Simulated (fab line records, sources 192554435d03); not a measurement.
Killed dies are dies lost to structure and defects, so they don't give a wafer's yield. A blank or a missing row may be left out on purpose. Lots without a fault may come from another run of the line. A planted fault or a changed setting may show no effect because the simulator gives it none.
Chamber matching | flow n5_finfet | N5_STI_FIN_REVEAL_ALD_14 on ald_sin-03: 4 sister chambers
The step deposits Si3N4, target thk 3 nm. 7 wafers are shown with their chamber, then 7 later ones without.

WAFERS WITH THEIR CHAMBER
wafer  | chamber | heater_power_w (W)
L757.1 | 0       | 891
L761.3 | 0       | 906
L761.6 | 1       | 733
L764.1 | 3       | 730
L764.3 | 1       | 755
L764.4 | 2       | 986
L766.2 | 3       | 770

WAFERS WITHOUT THEIR CHAMBER
wafer  | heater_power_w (W)
L766.3 | 915
L766.5 | 959
L767.1 | 746
L767.5 | 991
L768.2 | 744
L768.3 | 975
L768.6 | 989

WHICH CHAMBER EACH WENT THROUGH
wafer  | from the rows above     | in truth
L766.3 | 0                       | 0
L766.5 | can't be placed: 2 or 0 | 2
L767.1 | can't be placed: 1 or 3 | 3
L767.5 | 2                       | 2
L768.2 | can't be placed: 1 or 3 | 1
L768.3 | 2                       | 2
L768.6 | 2                       | 2
Placed correctly: 4 of 7. Can't be placed from these rows: 3 (the true chamber is among the candidates in 3). Placed wrongly: 0.
How it was worked out, from the rows above alone: a wafer's distance from a chamber is the root of the sum, over the readings, of the square of ((its reading less the chamber's mean) divided by the reading's scatter). The wafer belongs to the nearest chamber; if the next one is less than 2 further off, it can't be placed. A chamber's mean is the mean of its shown wafers. The scatter: the root of (the sum of the squares of (reading less its chamber's mean) over the shown wafers, divided by (wafers less chambers)).
